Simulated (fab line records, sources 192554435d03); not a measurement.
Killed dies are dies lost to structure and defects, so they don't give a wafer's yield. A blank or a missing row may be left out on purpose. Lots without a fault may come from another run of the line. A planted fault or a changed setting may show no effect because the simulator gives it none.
A struck lot beside a sound one | flow n5_finfet | 15 steps out of a route of 1938
Sound: wafers L289.2, L289.5, L289.6. Struck: wafer L305.1. (L305.4, L305.6 of the same lot were not struck and are left out.) The cause comes at the end.
At each step with rows: each side's tool, then ch and its chambers, then its first start. Under that, the readings that differ: sound wafers | struck wafers | difference of the means | sigmas: that difference in standard deviations of wafers without a fault.
alike: readings whose means differ by less than 2 such deviations, and words and numbers that are the same on both sides. not compared: withheld readings, readings that some wafer has no value for, bounds like >300 that may hide the same value, and numbers for which the record gives no deviation and whose values overlap.
The two part at a step that has a row with sigmas, a row that says differs or no value, or rows on one side only. Numbers that don't overlap but have no deviation are shown without sigmas and don't part them. A reading that every wafer of one side lacks parts them only if that side has two wafers or more.

first, 1 step without rows for these wafers: N5_BEOL_M0_TRENCH_ETCH_107 (etches SiOC in C4F6/O2, target depth 32.8 nm, time 16.4 s).
N5_BEOL_M0_STRIP_142: strips in N2/H2, time 10 s.
  sound on rie_diel-05 ch 1,3, day 6 11:40; struck on rie_diel-02 ch 1, day 10 07:02
  reading                     | sound       | struck | difference | sigmas
  drypump_motor_current_A (A) | 4.8 4.8 5.2 | 6.6    | +1.7       | +4
  alike: oes_product_au, rf_vpp_V, showerhead_plenum_p_Torr, throttle_valve_pct
  not compared: rf_hours_counter_h
N5_BEOL_M0_OCD_MEAS_108:
  sound on ocd-02, day 6 11:45; struck on ocd-01, day 10 07:07
  alike: trench_depth_nm
then, 2 steps without rows for these wafers: N5_BEOL_M0_HM_STRIP_129 (strips TiN in peroxide tin strip, target depth 17 nm, time 108 s); N5_BEOL_M0_SRD_130 (time 30 s).
N5_BEOL_M0_ETCH_109: etches SiCN in CH3F/O2, target depth 8 nm, overetch 2.4 nm, time 27.4 s.
  sound on rie_diel-02 ch 2,3, day 6 11:52; struck on rie_diel-06 ch 3, day 10 07:14
  alike: drypump_motor_current_A, oes_product_au, rf_vpp_V, showerhead_plenum_p_Torr, throttle_valve_pct
  not compared: rf_hours_counter_h
then, 2 steps without rows for these wafers: N5_BEOL_M0_STRIP_139 (strips in post etch residue remover, time 60 s); N5_BEOL_M0_SRD_111 (time 30 s).
N5_BEOL_M0_DEGAS_112: time 60 s.
  sound on pvd_sputter-01, day 6 12:02; struck on pvd_sputter-01, day 10 07:46
  alike: heater_power_w
then, 1 step without rows for these wafers: N5_BEOL_M0_PRE_CLEAN_113 (time 30 s).
N5_BEOL_M0_ALD_136: deposits TaN, pulse time 2 s, purge time 3 s, co reactant purge time 2 s.
  sound on ald_metal-03 ch 1,2, day 6 12:08; struck on ald_metal-01 ch 1, day 10 07:52
  alike: heater_power_w, mfc_carrier_sccm, precursor_vessel_pressure_torr
then, 1 step without rows for these wafers: N5_BEOL_M0_SURFACE_TREAT_137.
N5_BEOL_M0_CVD_115: deposits Co from CCTBA/H2, time 120 s.
  sound on cvd_co-01 ch 0,2, day 6 12:43; struck on cvd_co-02 ch 1, day 10 08:21
  reading          | sound             | struck | difference | sigmas
  run_length_s (s) | 142.7 142.5 143.4 | 108.4  | -34.5      | -51
N5_BEOL_M0_SPUTTER_116: material Cu, target thk 4 nm, time 7.37 s.
  sound on pvd_sputter-03, day 6 14:18; struck on pvd_sputter-03, day 10 08:32
  alike: throttle_valve_pct
-- the record jumps here: 2 days lie between the struck wafers' starts before and after (it left off in module BEOL_M0 and takes up again in module BEOL_M4, whose first step shown is number 1111 of the route) --
N5_BEOL_M4_RC_MEAS_101:
  sound on prober-02 ch 0, day 8 15:05; struck on prober-02 ch 0, day 12 15:11
  reading   | sound                | struck | difference | sigmas
  VT_P (mV) | -249.1 -247.9 -244.8 | -256.4 | -9.1       | -3
  alike: DIBL_N, DIBL_P, IOFF_N, IOFF_P, ION_N, ION_P, SS_N, SS_P, VT_N

WHERE THEY PART
First at N5_BEOL_M0_STRIP_142; last, within this record, at N5_BEOL_M4_RC_MEAS_101.

WHY: what the simulator had put in
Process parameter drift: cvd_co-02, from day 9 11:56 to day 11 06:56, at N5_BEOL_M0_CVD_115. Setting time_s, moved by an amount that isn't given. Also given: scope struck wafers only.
